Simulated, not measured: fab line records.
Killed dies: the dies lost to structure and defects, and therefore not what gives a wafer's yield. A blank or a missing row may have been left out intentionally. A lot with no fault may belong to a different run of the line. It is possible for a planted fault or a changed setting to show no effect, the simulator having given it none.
Which of the tools did it?	flow nand harc	13 lots with 39 wafers sampled at 5 steps, on a route of 1159 steps

## WHAT THE GAUGES SHOWED, per wafer
NHARC_A_CHANNEL_HOLE_D1_CD_MEAS_10 targets a cd of 100 nm. Usual: cd nm 100.0 nm, standard deviation 0.66.
lot	measured	on	cd nm (nm)	flag
L636	day 8 02:06	cd sem-02	99.4 99.9 100.2	
L637	day 8 15:34	cd sem-01	99.0 101.1 99.8	
L638	day 8 16:57	cd sem-03	100.4 101.4 100.3	
L639	day 8 17:22	cd sem-02	100.6 100.6 100.7	
L640	day 9 01:20	cd sem-03	101.0 99.3 100.7	
L641	day 9 01:29	cd sem-01	99.9 100.1 99.7	
L643	day 9 16:34	cd sem-02	100.7 100.3 100.0	
L644	day 10 05:46	cd sem-02	99.6 98.9 99.3	
L646	day 11 09:40	cd sem-01	99.1 99.0 99.6	
L647	day 11 10:28	cd sem-02	99.1 99.4 100.7	
L652	day 12 02:49	cd sem-02	99.3 101.5 100.4	
L655	day 12 08:38	cd sem-01	99.6 99.7 99.7	
L658	day 13 13:24	cd sem-03	101.0 101.7 100.8	

NHARC_END_SORT_01. Usual: killed at array 29, standard deviation 11; killed at other 0.5, standard deviation 0.89; killed at periphery 3.3, standard deviation 2; killed dies 32, standard deviation 11; killed open 3.1, standard deviation 1.9; killed short 2.3, standard deviation 1.6.
lot	measured	on	killed at array	killed at other	killed at periphery	killed dies	killed open	killed short	flag
L636	day 19 16:53	prober-01	15 15 19	0 0 0	4 1 5	19 16 24	2 3 4	2 0 3	
L637	day 19 19:31	prober-02	30 32 28	0 0 0	0 1 6	30 33 34	2 3 3	0 2 4	
L638	day 19 09:55	prober-01	12 16 16	0 0 0	2 2 5	14 18 21	3 4 2	4 2 4	
L639	day 20 11:10	prober-01	32 24 28	0 0 0	3 6 3	35 30 31	4 2 0	3 2 2	
L640	day 20 23:11	prober-01	31 32 40	1 0 3	2 5 1	34 37 44	3 1 1	1 1 4	
L641	day 20 01:26	prober-01	12 11 17	1 2 0	5 4 0	18 17 17	1 1 3	4 2 3	
L643	day 20 23:11	prober-02	42 33 44	0 3 0	8 3 1	50 39 45	4 0 2	3 1 1	
L644	day 21 07:01	prober-02	27 29 34	1 2 0	1 1 2	29 32 36	2 2 4	4 2 2	
L646	day 22 07:52	prober-02	30 29 30	0 0 0	0 0 3	30 29 33	0 2 5	0 4 3	
L647	day 22 14:54	prober-01	39 34 30	0 0 0	6 1 3	45 35 33	0 2 3	5 2 4	
L652	day 23 18:27	prober-01	36 34 30	1 1 0	0 3 2	37 38 32	1 3 4	3 1 2	
L655	day 23 20:13	prober-02	44 54 57	1 0 0	2 4 2	47 58 59	3 7 9	3 1 1	
L658	day 24 10:02	prober-01	33 28 34	0 0 0	6 5 7	39 33 41	4 0 2	1 0 2	

## WHICH TOOL RAN EACH LOT (tool, then ch and the chambers of the sampled wafers, then the start)
lot	NHARC_A_ONON_D1_DEP_33	NHARC_A_CHANNEL_HOLE_D1_ETCH_16	NHARC_A_CHANNEL_HOLE_D1_ETCH_33
L636	pecvd-04 ch 0,2, day 7 22:08	rie diel-03 ch 0,1,2, day 8 02:52	har etch-02 ch 0,1, day 8 07:29
L637	pecvd-04 ch 0,1, day 8 10:11	rie diel-03 ch 0,2, day 8 16:20	har etch-01 ch 0,1, day 8 20:53
L638	pecvd-03 ch 1,2, day 8 10:25	rie diel-06 ch 0,1,2, day 8 17:51	har etch-02 ch 0,1, day 8 22:22
L639	pecvd-01 ch 0,1,2, day 8 10:25	rie diel-01 ch 1,2, day 8 18:07	har etch-01 ch 0,1, day 9 01:08
L640	pecvd-03 ch 0,1,2, day 8 19:54	rie diel-01 ch 0,2, day 9 02:06	har etch-01 ch 0,1, day 9 06:40
L641	pecvd-01 ch 0,2, day 8 19:59	rie diel-03 ch 1,2,3, day 9 02:43	har etch-02 ch 0,1, day 9 07:14
L643	pecvd-03 ch 0,1,2, day 9 13:25	rie diel-06 ch 1,2,3, day 9 17:16	har etch-01 ch 0,1, day 9 21:55
L644	pecvd-03 ch 0,1,2, day 10 01:11	rie diel-01 ch 1,3, day 10 06:40	har etch-01 ch 0,1, day 10 11:14
L646	pecvd-04 ch 0,2, day 11 06:26	rie diel-03 ch 0,3, day 11 10:37	har etch-01 ch 0,1, day 11 15:28
L647	pecvd-04 ch 0,1,2, day 11 06:43	rie diel-06 ch 0,2,3, day 11 11:11	har etch-02 ch 0,1, day 11 15:50
L652	pecvd-01 ch 1,2, day 11 23:41	rie diel-06 ch 1,2,3, day 12 03:36	har etch-01 ch 0,1, day 12 08:10
L655	pecvd-03 ch 1,2, day 12 04:54	rie diel-06 ch 1,2, day 12 09:21	har etch-01 ch 0,1, day 12 14:04
L658	pecvd-01 ch 0,2, day 13 09:05	rie diel-01 ch 0,1,2, day 13 14:09	har etch-02 ch 0,1, day 13 18:46
- NHARC_A_ONON_D1_DEP_33: deposits SiO2, target thk 200 nm.
- NHARC_A_CHANNEL_HOLE_D1_ETCH_16: etches the open film in O2/COS, target depth 3100 nm, time 806 s.
- NHARC_A_CHANNEL_HOLE_D1_ETCH_33: etches the open film in C4F8/O2/Ar, time 90 s, target depth 400 nm.

## AS READ BY THE TOOLS THEMSELVES (means over the sampled wafers that have a number; for cases with no such wafer, the mark the record gives instead)
NHARC_A_ONON_D1_DEP_33. Usual: heater power w 578 W, standard deviation 64; throttle valve pct 15.7 %, standard deviation 0.72.
lot	tool	heater power w (W)	throttle valve pct (%)	flag
L636	pecvd-04	505	15.6	
L637	pecvd-04	588	15.3	
L638	pecvd-03	632	16.4	
L639	pecvd-01	620	15.2	
L640	pecvd-03	598	16.4	
L641	pecvd-01	563	15.1	
L643	pecvd-03	580	16.5	
L644	pecvd-03	563	16.4	
L646	pecvd-04	538	15.0	
L647	pecvd-04	599	15.3	
L652	pecvd-01	531	14.7	
L655	pecvd-03	611	16.7	
L658	pecvd-01	635	15.2	

NHARC_A_CHANNEL_HOLE_D1_ETCH_16. Usual: drypump motor current A 5.7 A, standard deviation 0.39; oes product au 0.998 a.u., standard deviation 0.015; rf vpp V 314.7 V, standard deviation 1.8; showerhead plenum p Torr 3.16 Torr, standard deviation 0.11; throttle valve pct 28.330 %, standard deviation 0.0097.
lot	tool	drypump motor current A (A)	oes product au (a.u.)	rf vpp V (V)	showerhead plenum p Torr (Torr)	throttle valve pct (%)	flag
L636	rie diel-03	5.4	0.986	315.4	3.21	28.334	
L637	rie diel-03	5.7	0.988	313.9	3.12	28.324	
L638	rie diel-06	5.5	0.995	314.7	3.18	28.337	
L639	rie diel-01	5.6	0.998	314.3	3.12	28.338	
L640	rie diel-01	6.2	1.005	316.7	3.27	28.323	
L641	rie diel-03	5.4	0.997	313.8	3.12	28.333	
L643	rie diel-06	5.5	1.016	315.0	3.15	28.342	
L644	rie diel-01	5.6	0.990	313.7	3.12	28.338	
L646	rie diel-03	5.9	0.998	313.3	3.07	28.322	
L647	rie diel-06	5.5	1.005	314.8	3.19	28.341	
L652	rie diel-06	5.5	1.083	314.9	3.15	28.331	OFF
L655	rie diel-06	5.4	1.071	315.3	3.20	28.337	OFF
L658	rie diel-01	5.9	1.000	315.2	3.20	28.328	

NHARC_A_CHANNEL_HOLE_D1_ETCH_33. Usual: drypump motor current A 6.05 A, standard deviation 0.27; showerhead plenum p Torr 3.74 Torr, standard deviation 0.084; throttle valve pct 27.619 %, standard deviation 0.0087.
lot	tool	drypump motor current A (A)	showerhead plenum p Torr (Torr)	throttle valve pct (%)	flag
L636	har etch-02	5.83	3.70	27.621	
L637	har etch-01	6.15	3.84	27.621	
L638	har etch-02	5.83	3.69	27.621	
L639	har etch-01	6.20	3.83	27.616	
L640	har etch-01	6.32	3.80	27.616	
L641	har etch-02	5.81	3.69	27.618	
L643	har etch-01	6.17	3.83	27.619	
L644	har etch-01	6.34	3.80	27.625	
L646	har etch-01	6.18	3.82	27.616	
L647	har etch-02	5.81	3.68	27.609	
L652	har etch-01	6.16	3.81	27.623	
L655	har etch-01	6.17	3.81	27.618	
L658	har etch-02	5.81	3.66	27.605	

## THE ANSWER, worked out from the rows above alone
Rule: take the mean of a lot's wafers that have a number; if it is more than 3 standard deviations from the usual mean, the lot is off. Also off: a lot with no number at a reading for which 4 or more lots have one. The other lots that the step has rows for count as sound. The gauges are gone through in route order, then the tools' own readings, and for those a lot's mean is taken as printed above. The first step at which some lot is off is used, and at that step the reading that is off furthest; a lot without a number counts as furthest.
Off: L652, L655, at NHARC_A_CHANNEL_HOLE_D1_ETCH_16 (oes product au).
If a tool, at that step or one of the process steps before it, ran each lot that is off and ran no sound lot following the first of them, it fits. One fits: rie diel-06 at NHARC_A_CHANNEL_HOLE_D1_ETCH_16. Its last sound lot is L647 (day 11 11:11), its first lot that is off L652 (day 12 03:36): a fault that began between those two fits.
On the lots that are off, the tool's own readings at NHARC_A_CHANNEL_HOLE_D1_ETCH_16 differ by more than 5 times the standard deviation of the sound lots' means, which bears it out; oes product au reads 1.077 a.u. there versus 0.998 a.u. on the sound lots.

## WHAT THE SIMULATOR PUT IN
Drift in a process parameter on rie diel-06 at NHARC_A_CHANNEL_HOLE_D1_ETCH_16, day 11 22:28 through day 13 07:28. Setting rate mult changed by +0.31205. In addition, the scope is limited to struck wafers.
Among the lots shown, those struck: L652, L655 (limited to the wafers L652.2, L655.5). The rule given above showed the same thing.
